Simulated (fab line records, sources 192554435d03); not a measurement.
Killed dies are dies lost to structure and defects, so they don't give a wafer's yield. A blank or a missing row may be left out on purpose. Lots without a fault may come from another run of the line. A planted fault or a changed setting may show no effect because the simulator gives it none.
fab line records | flow n5_finfet
record lots=5 wafers=15 last_day=17
route steps=1938 shown BEOL_M4@1104 BEOL_M5@1112 PASSIVATION@1936
lots that met no fault: from a run of the same line without faults
start_h: hours from the record's first day to the start of the lot's first wafer shown | wait_h: hours since the lot's step before | " the same as in the row above | L1.1+2: a row that stands for several wafers | - no value, or no start given | * or withheld: withheld | < > ~ a bound
route shown NAME@n: a module of which the file shows steps, and the number in the route of the first | usual: mean/standard deviation of fault-free wafers | same: alike in all rows | chamber/n: place in a boat | sites: the reading at each site | _std_site: their standard deviation | _edge_site: outer sites' mean less inner sites' | radius_mm: how far each site lies from the wafer's centre | mask NAME#n: copy n | behind: the tool/chamber that last shaped the wafer | hold: why the lot was held/for how many hours/how that ended | device: the transistor (n, p or np) that didn't switch | end of line: the same wafers' tests at the end of the route | a step without rows: its recipe alone | killed: dies lost to structure and defects at the first sort, not the wafer's yield | map: a wafer's dies, x killed, . not, _ none there
set.NAME: the setting as run; set.NAME@STEP: as run at that earlier step | model.NAME: the simulator's own value behind a step, which no gauge read
lots at some steps of the route; a table a step, a row a wafer
services: from which hour (start_h, from the record's first day; less than 0 if before it) a tool's chamber was out of use, for how many hours, and why
## steps
# step N5_BEOL_M4_THK_MEAS_53
# recipe thk_meas_gauge=xrf reads=Cu_of_BEOL_M4_ECD_50
# usual M4_THK=39.4/2.1
# columns lot.wafer tool chamber start_h wait_h M4_THK[nm]
L381.1 film_metro-01 - 166.45 - 37.3
L381.2 " - " " 39.1
L381.3 " - " " 39.6
L383.1 film_metro-01 - 172.89 - 40.6
L383.5 " - " " 37.0
L383.6 " - " " 36.5
L397.2 film_metro-01 - 285.15 - 36.9
L397.3 " - " " 39.2
L397.6 " - " " 39.1
L398.1 film_metro-02 - 285.85 - 41.3
L398.4 " - " " 40.5
L398.6 " - " " 40.2
L401.1 film_metro-01 - 301.46 - 36.5
L401.2 " - " " 40.7
L401.5 " - " " 38.8
# step N5_BEOL_M4_PRE_CLEAN_60
# recipe gas=NH3/H2 time_s=15 temp_c=* rf_power_w=300
# step N5_BEOL_M4_CO_CAP_55
# recipe material=Co target_thk_a=20 temp_c=200 precursor=CCTBA/H2 pressure_torr=30 time_s=102.1
# usual heater_power_w=228/32
# columns lot.wafer tool chamber start_h wait_h heater_power_w since_wet_clean_h
L381.1 cvd_co-01 2 166.59 0.0 279 248
L381.2 " 1 " " 224 1145
L381.3 " 0 " " 248 708
L383.1 cvd_co-01 2 172.96 0.0 271 255
L383.5 " 1 " " 217 -
L383.6 " 0 " " 244 -
L397.2 cvd_co-02 0 285.22 0.0 261 1045
L397.3 " 1 " " 203 149
L397.6 " 2 " " 186 -
L398.1 cvd_co-02 2 285.94 0.0 190 587
L398.4 " 2 " " 185 -
L398.6 " 0 " " 263 -
L401.1 cvd_co-02 0 301.54 0.0 260 1062
L401.2 " 1 " " 209 165
L401.5 " 2 " " 190 -
# step N5_BEOL_M4_PRE_CLEAN_56
# recipe gas=NH3 time_s=15 temp_c=withheld rf_power_w=300
# step N5_BEOL_M4_DEP_57
# recipe material=SiCN target_thk_a=80 temp_c=withheld precursor=3MS/NH3 pressure_torr=3 rf_w=202 time_s=14
# usual showerhead_plenum_p_Torr=3.659/0.011 showerhead_vpp_V=853/43 throttle_valve_pct=9.0/0.48
# columns lot.wafer tool chamber start_h wait_h showerhead_plenum_p_Torr showerhead_vpp_V since_wet_clean_h throttle_valve_pct
L381.1 pecvd-01 0 166.71 0.0 3.641 840 1233 9.7
L381.2 " 2 " " 3.677 853 479 9.2
L381.3 " 1 " " 3.649 965 1958 9.9
L383.1 pecvd-01 1 173.09 0.0 3.659 959 1964 9.8
L383.5 " 1 " " 3.650 955 - 9.9
L383.6 " 0 " " 3.639 834 - 9.9
L397.2 pecvd-03 1 285.34 0.0 3.670 846 1533 9.0
L397.3 " 0 " " 3.667 879 808 9.3
L397.6 " 2 " " 3.636 823 - 8.5
L398.1 pecvd-03 1 286.06 0.0 3.671 841 1534 9.3
L398.4 " 0 " " 3.664 869 - 8.9
L398.6 " 1 " " 3.672 861 - 9.1
L401.1 pecvd-03 1 301.66 0.0 3.672 860 1549 8.8
L401.2 " 0 " " 3.660 870 824 9.1
L401.5 " 2 " " 3.645 834 - 8.7
# step N5_BEOL_M4_RS_MEAS_58
# recipe thk_meas_gauge=four-point-probe reads=Co_of_BEOL_M4_CO_CAP_55+Cu_of_BEOL_M4_ECD_50+Co_of_BEOL_M4_CVD_47+TaN_of_BEOL_M4_ALD_84
# usual M4_RS=0.69/0.045
# columns lot.wafer tool chamber start_h wait_h M4_RS[ohm/sq]
L381.1 film_metro-01 - 166.78 0.1 0.74
L381.2 " - " " 0.69
L381.3 " - " " 0.68
L383.1 film_metro-02 - 173.18 0.1 0.65
L383.5 " - " " 0.73
L383.6 " - " " 0.75
L397.2 film_metro-01 - 285.41 0.1 0.75
L397.3 " - " " 0.69
L397.6 " - " " 0.69
L398.1 film_metro-01 - 286.14 0.1 0.66
L398.4 " - " " 0.67
L398.6 " - " " 0.68
L401.1 film_metro-02 - 301.72 0.0 0.75
L401.2 " - " " 0.65
L401.5 " - " " 0.69
# step N5_BEOL_M4_INSPECT_59
# recipe inspect_instrument=darkfield mode=post_dep
# usual raw_defect_count=75/28
# columns lot.wafer tool chamber start_h wait_h raw_defect_count
L381.1 defect_inspect-02 - 166.80 0.0 66
L381.2 " - " " 57
L381.3 " - " " 106
L383.1 defect_inspect-02 - 173.20 0.0 86
L383.5 " - " " 21
L383.6 " - " " 74
L397.2 defect_inspect-02 - 285.43 0.0 57
L397.3 " - " " 87
L397.6 " - " " 53
L398.1 defect_inspect-01 - 286.17 0.0 89
L398.4 " - " " 77
L398.6 " - " " 91
L401.1 defect_inspect-02 - 301.75 0.0 113
L401.2 " - " " 90
L401.5 " - " " 117
# step N5_BEOL_M4_RC_MEAS_101
# usual DIBL_N=37.0/2.3 DIBL_P=37.3/2.8 IOFF_N=0.17/0.046 IOFF_P=0.23/0.054 ION_N=675/14 ION_P=460/9.3 SS_N=71.7/0.73 SS_P=73.6/0.95 VT_N=249/3.9 VT_P=-250/3.9
# columns lot.wafer tool chamber start_h wait_h DIBL_N[mV/V] DIBL_P[mV/V] IOFF_N[nA/um] IOFF_P[nA/um] ION_N[uA/um] ION_P[uA/um] SS_N[mV/dec] SS_P[mV/dec] VT_N[mV] VT_P[mV]
L381.1 prober-02 0 166.83 0.0 38.3 37.4 0.19 0.24 678 466 72.0 74.5 249 -248
L381.2 " 0 " " 38.3 37.7 0.20 0.26 692 475 71.7 74.3 245 -248
L381.3 " 0 " " 39.2 38.7 0.21 0.28 700 476 72.1 74.4 245 -246
L383.1 prober-02 0 173.23 0.0 36.9 36.2 0.19 0.22 675 455 71.6 73.3 245 -250
L383.5 " 0 " " 37.7 38.0 0.20 0.26 681 469 71.6 74.2 246 -248
L383.6 " 0 " " 34.2 33.5 0.11 0.17 648 449 70.9 72.7 256 -256
L397.2 prober-01 0 285.61 0.2 40.2 41.3 0.24 0.26 686 463 73.7 74.5 244 -249
L397.3 " 0 " " 33.0 33.5 0.11 0.15 662 449 71.2 71.2 254 -256
L397.6 " 0 " " 35.6 37.4 0.15 0.20 683 464 71.9 72.9 251 -250
L398.1 prober-02 0 286.19 0.0 34.0 33.0 0.11 0.15 656 446 70.9 72.6 256 -254
L398.4 " 0 " " 37.0 35.2 0.14 0.18 670 451 71.3 73.5 254 -254
L398.6 " 0 " " 34.7 32.4 0.11 0.15 649 447 71.2 72.7 256 -255
L401.1 prober-01 0 301.78 0.0 34.9 34.2 0.13 0.16 656 450 71.0 71.9 256 -255
L401.2 " 0 " " 36.4 37.6 0.16 0.20 681 464 71.2 73.6 252 -253
L401.5 " 0 " " 33.0 33.7 0.11 0.16 664 457 70.9 72.2 255 -254
# step N5_BEOL_M5_ILD_DEP_00
# recipe material=SiCOH_lowk target_thk_a=1406.4 temp_c=300 precursor=DEMS/porogen pressure_torr=5 rf_w=500 time_s=25.9
# step N5_BEOL_M5_CURE_79
# recipe temp_c=385 time_s=240 ambient=He/Ar material=SiCOH_lowk
# usual lamp_power_pct=52.31/0.059 wafer_temp_C_max=386.5/0.7
# columns lot.wafer tool chamber start_h wait_h lamp_power_pct wafer_temp_C_max
L381.1 uv_cure-03 1 167.86 0.0 52.33 386.7
L381.2 " 1 " " 52.29 385.7
L381.3 " 1 " " 52.30 386.1
L383.1 uv_cure-03 2 174.25 0.0 52.29 387.7
L383.5 " 2 " " 52.32 387.0
L383.6 " 2 " " 52.26 387.0
L397.2 uv_cure-02 2 286.56 0.1 52.31 386.1
L397.3 " 2 " " 52.29 385.9
L397.6 " 2 " " 52.36 385.8
L398.1 uv_cure-03 1 287.22 0.0 52.31 386.3
L398.4 " 1 " " 52.34 385.8
L398.6 " 1 " " 52.26 386.1
L401.1 uv_cure-02 2 302.80 0.0 52.25 386.4
L401.2 " 2 " " 52.31 386.0
L401.5 " 2 " " 52.37 386.1
# step N5_BEOL_M5_THK_MEAS_01
# recipe reads=SiCOH_lowk_of_BEOL_M5_ILD_DEP_00
# usual M5_ILD_THK=120.9/1.8
# columns lot.wafer tool chamber start_h wait_h M5_ILD_THK[nm]
L381.1 film_metro-01 - 168.37 0.4 118.7
L381.2 " - " " 118.9
L381.3 " - " " 118.1
L383.1 film_metro-02 - 175.24 0.8 121.3
L383.5 " - " " 121.9
L383.6 " - " " 124.1
L397.2 film_metro-01 - 286.99 0.4 120.2
L397.3 " - " " 118.4
L397.6 " - " " 120.1
L398.1 film_metro-02 - 287.73 0.4 122.0
L398.4 " - " " 122.7
L398.6 " - " " 123.5
L401.1 film_metro-01 - 303.31 0.4 119.8
L401.2 " - " " 119.6
L401.5 " - " " 122.4
# step N5_BEOL_M5_PECVD_70
# recipe material=SiO2 target_thk_a=160 temp_c=400 precursor=TEOS/O2 pressure_torr=5.5 rf_w=450 teos_flow_sccm=53.8 gas=O2 flow_sccm=3000 time_s=18
# usual heater_power_w=763/76 showerhead_plenum_p_Torr=8.77/0.06 showerhead_vpp_V=1274/35 throttle_valve_pct=22.1/0.84
# columns lot.wafer tool chamber start_h wait_h heater_power_w showerhead_plenum_p_Torr showerhead_vpp_V since_wet_clean_h throttle_valve_pct
L381.1 pecvd-02 1 168.41 0.0 870 8.78 1279 1779 23.4
L381.2 " 0 " " 743 8.93 1302 1054 22.3
L381.3 " 2 " " 775 8.76 1312 300 21.4
L383.1 pecvd-04 1 175.28 0.0 772 8.72 1244 1604 21.6
L383.5 " 1 " " 779 8.71 1260 - 21.7
L383.6 " 2 " " 722 8.72 1248 - 20.5
L397.2 pecvd-03 2 287.03 0.0 729 8.70 1253 56 20.8
L397.3 " 0 " " 596 8.78 1279 810 22.3
L397.6 " 2 " " 727 8.70 1225 - 20.9
L398.1 pecvd-03 1 287.77 0.0 683 8.82 1277 1535 22.6
L398.4 " 2 " " 674 8.71 1216 - 20.8
L398.6 " 1 " " 687 8.83 1289 - 22.9
L401.1 pecvd-04 1 303.35 0.0 724 8.72 1257 1732 21.4
L401.2 " 2 " " 724 8.69 1218 253 20.4
L401.5 " 1 " " 700 8.72 1248 - 21.5
# step N5_BEOL_M5_HM_DEP_02
# recipe material=TiN target_thk_a=200 temp_c=25 chamber_pressure_pa=0.49996
# usual chamber_pressure_pa=0.5000/0.00098 throttle_valve_pct=29.9/0.88
# columns lot.wafer tool chamber start_h wait_h chamber_pressure_pa throttle_valve_pct
L381.1 pvd_sputter-02 - 169.26 0.8 0.4980 30.4
L381.2 " - " " 0.4984 29.8
L381.3 " - " " 0.5015 29.5
L383.1 pvd_sputter-01 - 176.34 1.0 0.4994 30.5
L383.5 " - " " 0.4998 28.7
L383.6 " - " " 0.5005 30.8
L397.2 pvd_sputter-03 - 288.23 1.2 0.5002 31.0
L397.3 " - " " 0.5001 31.4
L397.6 " - " " 0.4983 31.0
L398.1 pvd_sputter-03 - 288.33 0.5 0.4993 31.5
L398.4 " - " " 0.4983 30.2
L398.6 " - " " 0.5001 31.7
L401.1 pvd_sputter-02 - 304.02 0.7 0.5009 30.0
L401.2 " - " " 0.5017 30.5
L401.5 " - " " 0.5003 29.8
# step N5_BEOL_M5_COAT_59
# recipe resist=SOC temp_c=250 time_s=60 spin_rpm=1500 resist_thk_nm=60
# step N5_BEOL_M5_COAT_60
# recipe resist=SiARC temp_c=220 time_s=60 spin_rpm=1500 resist_thk_nm=12
# step N5_BEOL_M5_COAT_71
# recipe resist=underlayer temp_c=205 time_s=60 spin_rpm=1500 resist_thk_nm=5
# step N5_BEOL_M5_COAT_05
# recipe resist=CAR-EUV spin_rpm=1500 resist_thk_nm=30
# step N5_BEOL_M5_EBR_07
# recipe solvent=PGMEA ebr_width_mm=1.5
# step N5_BEOL_M5_SOFTBAKE_06
# recipe temp_c=110 time_s=60 resist=CAR-EUV
# step N5_BEOL_M5_EXPOSE_08
# recipe mask_id=M5 na=0.33 source_shape=annular sigma_inner=0.4 sigma_outer=0.8 polarization=unpolarized target_cd_nm=28 dose_mj=35.75
# step N5_BEOL_M5_PEB_09
# recipe peb_temp_c=100 peb_time_s=60 resist=CAR-EUV
# step N5_BEOL_M5_DEVELOP_10
# recipe develop_time_s=30 developer=TMAH resist=CAR-EUV rinse_liquid=surfactant_rinse dry=air_spin dev_temp_c=23
# step N5_BEOL_M5_CD_MEAS_11
# recipe target_cd_nm=27.74 landing_energy_ev=500 detector=se_inlens
# usual cd_nm=27.99/0.25
# columns lot.wafer tool chamber start_h wait_h cd_nm
L381.1 cd_sem-02 0 169.77 - 28.41
L381.2 " 0 " " 27.79
L381.3 " 0 " " 28.01
L383.1 cd_sem-01 0 176.87 - 28.15
L383.5 " 0 " " 27.66
L383.6 " 0 " " 27.95
L397.2 cd_sem-01 0 288.62 - 28.17
L397.3 " 0 " " 28.04
L397.6 " 0 " " 27.83
L398.1 cd_sem-02 0 288.84 - 28.07
L398.4 " 0 " " 28.05
L398.6 " 0 " " 28.33
L401.1 cd_sem-01 0 304.53 - 28.00
L401.2 " 0 " " 27.84
L401.5 " 0 " " 27.99
# step N5_BEOL_M5_OVL_MEAS_12
# recipe points_per_wafer=522
# usual M5_OVL=-0.5/0.65
# columns lot.wafer tool chamber start_h wait_h M5_OVL[nm]
L381.1 overlay-01 0 169.80 0.0 0.5
L381.2 " 0 " " -0.4
L381.3 " 0 " " 0.0
L383.1 overlay-01 0 176.90 0.0 -1.2
L383.5 " 0 " " 0.3
L383.6 " 0 " " 0.3
L397.2 overlay-01 0 288.65 0.0 -0.4
L397.3 " 0 " " -1.0
L397.6 " 0 " " -0.1
L398.1 overlay-02 0 288.87 0.0 -1.1
L398.4 " 0 " " -0.6
L398.6 " 0 " " -0.5
L401.1 overlay-01 0 304.56 0.0 -0.5
L401.2 " 0 " " 0.4
L401.5 " 0 " " -1.1
# step N5_BEOL_M5_INSPECT_13
# recipe mode=adi inspect_instrument=brightfield
# usual raw_defect_count=407/91
# columns lot.wafer tool chamber start_h wait_h raw_defect_count
L381.1 defect_inspect-02 - 169.99 0.2 368
L381.2 " - " " 271
L381.3 " - " " 424
L383.1 defect_inspect-02 - 177.00 0.1 522
L383.5 " - " " 329
L383.6 " - " " 392
L397.2 defect_inspect-02 - 288.71 0.0 420
L397.3 " - " " 418
L397.6 " - " " 538
L398.1 defect_inspect-02 - 288.93 0.1 502
L398.4 " - " " 438
L398.6 " - " " 354
L401.1 defect_inspect-01 - 304.63 0.1 377
L401.2 " - " " 1462
L401.5 " - " " 422
# step N5_BEOL_M5_DESCUM_16
# recipe chemistry=O2 time_s=7 source_power_w=50 bias_power_w=20 pressure_mtorr=20 rf_frequency_hz=2.712e+07 temp_c=40 resist=CAR-EUV o2_flow_sccm=225
# usual drypump_motor_current_A=5.8/0.55 oes_product_au=0.77/0.091 rf_vpp_V=243.3/1.4 showerhead_plenum_p_Torr=2.10/0.071 throttle_valve_pct=20.30/0.3
# columns lot.wafer tool chamber start_h wait_h drypump_motor_current_A oes_product_au rf_hours_counter_h rf_vpp_V showerhead_plenum_p_Torr throttle_valve_pct
L381.1 rie_diel-06 2 170.05 0.1 6.2 0.89 31 241.2 2.02 20.28
L381.2 " 3 " " 5.2 0.71 169 243.0 2.01 20.51
L381.3 " 1 " " 5.4 0.84 58 243.4 2.10 19.82
L383.1 rie_diel-06 0 177.03 0.0 5.9 0.73 196 244.0 2.19 20.78
L383.5 " 0 " " 5.9 0.73 - 245.9 2.19 20.80
L383.6 " 1 " " 5.4 0.84 - 243.9 2.10 19.82
L397.2 rie_diel-02 2 288.74 0.0 6.3 0.72 218 242.5 2.02 20.68
L397.3 " 0 " " 6.4 0.90 40 245.2 2.15 20.13
L397.6 " 2 " " 6.3 0.72 - 241.4 2.02 20.67
L398.1 rie_diel-04 1 288.96 0.0 6.3 0.69 233 243.7 2.13 20.03
L398.4 " 2 " " 4.9 0.69 234 243.5 2.16 20.46
L398.6 " 3 " " 5.9 0.97 - 245.4 2.23 20.09
L401.1 rie_diel-02 1 304.66 0.0 5.1 0.96 5 243.1 2.14 19.70
L401.2 " 3 " " 6.5 0.69 227 243.2 2.03 20.22
L401.5 " 1 " " 5.1 0.95 - 244.3 2.14 19.69
# step N5_PASSIVATION_PROBE_49
# usual defect_limited_yield=91.5/1.3 killed_at_M0_to_M3=36/10 killed_at_M4_up=13/4.7 killed_at_contacts=13/6.7 killed_at_front_end=37/9.7 killed_at_other=2.6/2.3 killed_dies=101/15 killed_on_rim=14/4.3 killed_open=67/12 killed_short=32/6.7 sort_bin_5_function=5.0/0.89 sort_bin_6_memory=3.2/0.63 sort_bin_8_speed=0.01/0.03 sort_n_pass=1079/16 sort_yield_pct=91.4/1.4
# same gross_dies=1180 killed_at_back_side=0 sort_bin_4_leakage[%]=0
# columns lot.wafer tool chamber start_h wait_h defect_limited_yield[%] killed_at_M0_to_M3 killed_at_M4_up killed_at_contacts killed_at_front_end killed_at_other killed_dies killed_on_rim killed_open killed_short sort_bin_5_function[%] sort_bin_6_memory[%] sort_bin_8_speed[%] sort_n_pass sort_yield_pct[%]
L381.1 prober-02 - 285.63 0.1 89.2 37 17 20 53 0 127 13 86 39 6.4 4.1 0 1053 89.2
L381.2 prober-02 - 285.68 0.1 91.5 29 11 6 52 2 100 12 58 38 5.6 2.6 0 1080 91.5
L381.3 prober-02 - 285.73 0.2 89.9 47 11 12 48 1 119 19 77 35 5.3 4.1 0 1061 89.9
L398.1 prober-02 - 397.98 0.0 91.5 26 8 11 54 1 100 15 72 25 4.2 3.8 0 1080 91.5
L398.4 prober-02 - 398.13 0.2 91.9 35 11 9 39 2 96 18 66 27 5.4 2.2 0 1084 91.9
L398.6 prober-02 - 398.23 0.3 92.1 39 9 12 33 0 93 18 68 25 4.7 3.0 0 1087 92.1
L397.2 prober-01 - 398.66 0.1 92.2 35 10 12 32 3 92 11 56 30 3.7 3.4 0 1088 92.2
L397.3 prober-01 - 398.71 0.1 90.3 60 21 4 27 3 115 16 74 40 5.7 3.6 0 1065 90.3
L397.6 prober-01 - 398.86 0.3 93.1 45 10 5 20 1 81 8 51 28 3.8 2.8 0 1099 93.1
L401.1 prober-02 - 404.37 0.0 93.5 21 11 7 36 2 77 9 51 24 3.8 2.5 0 1103 93.5
L401.2 prober-02 - 404.42 0.1 84.0 32 89 12 54 2 189 38 64 38 9.3 4.1 0 991 84.0
L401.5 prober-02 - 404.57 0.2 91.5 20 15 5 57 3 100 14 69 30 5.3 2.9 0 1080 91.5
# killed by level:class
L381.1 STI_FIN_REVEAL:geometric_particle:open=17 MOL_CONTACT_COAG:geometric_particle:open=17 BEOL_M1:geometric_particle:open=11 FIN_SAQP:geometric_particle:short=10 BEOL_M2:geometric_particle:open=9 BEOL_M0_SAQP:geometric_particle:short=7 BEOL_M0_SAQP:geometric_particle:open=6 STI_FIN_REVEAL:geometric_particle:short=5
L381.2 FIN_SAQP:geometric_particle:short=19 BEOL_M1:geometric_particle:open=10 FIN_SAQP:geometric_particle:open=8 MOL_CONTACT_COAG:geometric_particle:open=5 BEOL_M4:geometric_particle:open=5 STI_FIN_REVEAL:geometric_particle:open=4 GATE_CUT:geometric_particle:open=4 BEOL_M0_SAQP:geometric_particle:open=4
L381.3 BEOL_M1:geometric_particle:open=13 BEOL_M3:geometric_particle:open=11 MOL_CONTACT_COAG:geometric_particle:open=10 FIN_SAQP:geometric_particle:open=7 STI_FIN_REVEAL:geometric_particle:open=7 BEOL_M2:geometric_particle:open=6 FIN_SAQP:geometric_particle:short=5 SPACER0:geometric_particle:short=5
L398.1 FIN_SAQP:geometric_particle:open=24 MOL_CONTACT_COAG:geometric_particle:open=9 FIN_SAQP:geometric_particle:short=7 BEOL_M0:geometric_particle:open=6 BEOL_M1:geometric_particle:open=6 DUMMY_GATE:geometric_particle:open=5 BEOL_M0_SAQP:geometric_particle:short=5 STI_FIN_REVEAL:geometric_particle:open=4
L398.4 DUMMY_GATE:geometric_particle:open=11 MOL_CONTACT_COAG:geometric_particle:open=7 BEOL_M0_SAQP:geometric_particle:open=7 BEOL_M3:geometric_particle:open=7 FIN_SAQP:geometric_particle:open=6 BEOL_M0_SAQP:geometric_particle:short=6 BEOL_M1:geometric_particle:open=5 BEOL_M4:geometric_particle:open=5
L398.6 BEOL_M3:geometric_particle:open=10 MOL_CONTACT_COAG:geometric_particle:open=9 BEOL_M0:geometric_particle:open=8 STI_FIN_REVEAL:geometric_particle:open=7 BEOL_M1:geometric_particle:open=6 FIN_SAQP:geometric_particle:open=5 BEOL_M0_SAQP:geometric_particle:short=5 FIN_SAQP:geometric_particle:short=4
L397.2 BEOL_M0_SAQP:geometric_particle:short=13 MOL_CONTACT_COAG:geometric_particle:open=11 BEOL_M0_SAQP:geometric_particle:open=9 FIN_SAQP:geometric_particle:short=7 FIN_SAQP:geometric_particle:open=6 STI_FIN_REVEAL:geometric_particle:open=5 HKMG_FIN:area_etch=5 BEOL_M1:geometric_particle:open=4
L397.3 BEOL_M0_SAQP:geometric_particle:open=19 BEOL_M0_SAQP:geometric_particle:short=17 BEOL_M2:geometric_particle:open=13 BEOL_M4:geometric_particle:open=9 STARTING-WAFER:geometric_particle:short=7 GATE_CUT:geometric_particle:open=6 GATE_CUT:geometric_particle:short=5 MOL_CONTACT_COAG:geometric_particle:open=4
L397.6 BEOL_M0_SAQP:geometric_particle:short=16 BEOL_M0_SAQP:geometric_particle:open=13 BEOL_M2:geometric_particle:open=8 FIN_SAQP:geometric_particle:open=5 BEOL_M3:geometric_particle:open=5 STI_FIN_REVEAL:geometric_particle:open=3 MOL_CONTACT_COAG:geometric_particle:open=3 BEOL_M4:geometric_particle:open=3
L401.1 BEOL_M2:geometric_particle:open=11 STI_FIN_REVEAL:geometric_particle:open=7 FIN_SAQP:geometric_particle:open=6 DUMMY_GATE:geometric_particle:open=5 GATE_CUT:geometric_particle:open=5 GATE_CUT:geometric_particle:short=5 MOL_CONTACT_COAG:geometric_particle:open=5 STARTING-WAFER:geometric_particle:short=4
L401.2 BEOL_M5:unspecified=83 FIN_SAQP:geometric_particle:open=12 FIN_SAQP:geometric_particle:short=11 STI_FIN_REVEAL:geometric_particle:open=10 BEOL_M0_SAQP:geometric_particle:short=8 STARTING-WAFER:geometric_particle:open=7 MOL_CONTACT_COAG:geometric_particle:open=6 BEOL_M0_SAQP:geometric_particle:open=6
L401.5 FIN_SAQP:geometric_particle:open=13 STI_FIN_REVEAL:geometric_particle:open=11 FIN_SAQP:geometric_particle:short=9 BEOL_M2:geometric_particle:open=9 DUMMY_GATE:geometric_particle:open=7 BEOL_M4:geometric_particle:open=6 GATE_CUT:geometric_particle:open=5 BEOL_M2:geometric_particle:short=4
# map L401.2 (x killed, . not)
_________________............________________
______________.........x..x....._____________
___________........x.x.............__________
__________x...............x.x......._________
________....x...........xx............_______
_______....xx.............x............______
______..........x........x.............._____
_____x...........................x.......____
____.......................xx.xx........x.___
___...........x.......x....x..........x....__
___x.........x......................x......__
__x........................x...............x_
__............x...x.x..................x..xx_
_..................x.x.x............x......x.
_........................x....x..x...........
_................x......xx..........x........
_...........................x.....x.....x....
_.x.............x............................
_xx...............................x.......xx.
_........x...........x.......................
_...x...x....................x.......x.......
__.........................................._
__.x..........x...x.x.....x........x......x._
___.........xxx..x.x...........x.x.........__
___............x............x............x.__
____....x...x........x.....x..xx.x.x......___
_____......................xxxxxxx..x.x..____
______..x........x.....x..xxxxxxxxxxxxx._____
_______............x......xxxxxxxxxxxx.______
________.xx....x.......x.xxxxxxxxxxxxx_______
__________........xx.x.xxxxxxxxxxxxx_________
___________..x...........xxxxxxxxxx__________
______________..........xxxxxxxx_____________
_________________..xx.x.xxxxx________________
# map L381.1 (x killed, . not)
_________________...x........________________
______________.....x.x.........._____________
___________...........x.x..........__________
__________......x.....x...xx........_________
________.x...x......xx................_______
_______.........x..........x......x....______
______..................x.x.x..........x_____
_____...........x..x.........x.......x...____
____.....x...x........x.........x.........___
___..................x...x........x........__
___..........x..............x..............__
__.......x..............x.......x..........._
__..x............x.......x....x....x.....x.._
_..........x...................x..x.x........
_.......x......x.............................
_x..........x...........x....x.x.x..x........
_xx...........x...x.................x........
_..x.......x......x.............x....xx......
_........x............x......xx....xx.x..x...
_..........x..................xx.x...........
_........x....x................x.....x.......
__......x...x.............................x._
__.....x............................x....x.._
___.....x...............................x..__
___..x.x...x.x......xx....x................__
____x.x........x....xx....................___
_____x.....x.......x..x.x....x..xx......x____
______...........x........x........x..x._____
_______.....x.....x......x.....x.x.....______
________.............x......x........._______
__________x...x....................._________
___________.x......................__________
______________.................._____________
_________________.....xx.....________________
## services
# columns tool chamber start_h hours kind
uv_cure-03 - 153.66 2.1 pm
pvd_sputter-03 - 155.67 1.6 repair
pecvd-03 - 157.33 1.4 repair
cvd_co-02 - 165.03 1.7 repair
pecvd-04 1 166.93 6.9 repair
pecvd-01 - 167.43 0.9 repair
pecvd-04 0 168.48 16.4 repair
pecvd-01 2 172.20 22.9 repair
pvd_sputter-01 - 176.49 2.6 repair
rie_diel-04 3 180.80 1.6 repair
uv_cure-02 - 183.19 11.1 repair
pecvd-04 2 195.91 3.0 repair
cvd_co-02 - 198.82 0.5 repair
pecvd-04 - 201.22 6.0 pm
uv_cure-03 - 207.59 1.0 pm
pecvd-04 - 207.59 1.6 repair
cvd_co-02 - 212.88 6.9 pm
rie_diel-02 1 222.31 5.3 repair
cvd_co-01 1 222.85 2.7 repair
pecvd-03 1 235.50 1.9 repair
cvd_co-01 - 242.52 2.8 pm
uv_cure-02 - 259.52 7.5 pm
cvd_co-01 0 284.24 12.7 repair
pecvd-04 0 294.62 3.5 repair
## key
first_sign step=N5_BEOL_M5_INSPECT_13 reading=raw_defect_count direction=up sigmas=12 usual=407 struck=1462
effect step=N5_PASSIVATION_PROBE_49 reading=killed_at_M4_up direction=up sigmas=16 usual=13 struck=89
more_kills_born_at N5_BEOL_M5_HM_DEP_02@pvd_sputter-02=83
met_at N5_BEOL_M5_HM_DEP_02
struck_wafers L401.2
onset_between 169.26 304.02
fault kind=chamber_particle_source tool=pvd_sputter-02 chamber=- onset_h=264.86 steps=N5_BEOL_M5_HM_DEP_02 rate_per_visit_cm2=1.8236 end_h=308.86 scope=struck_wafers_only
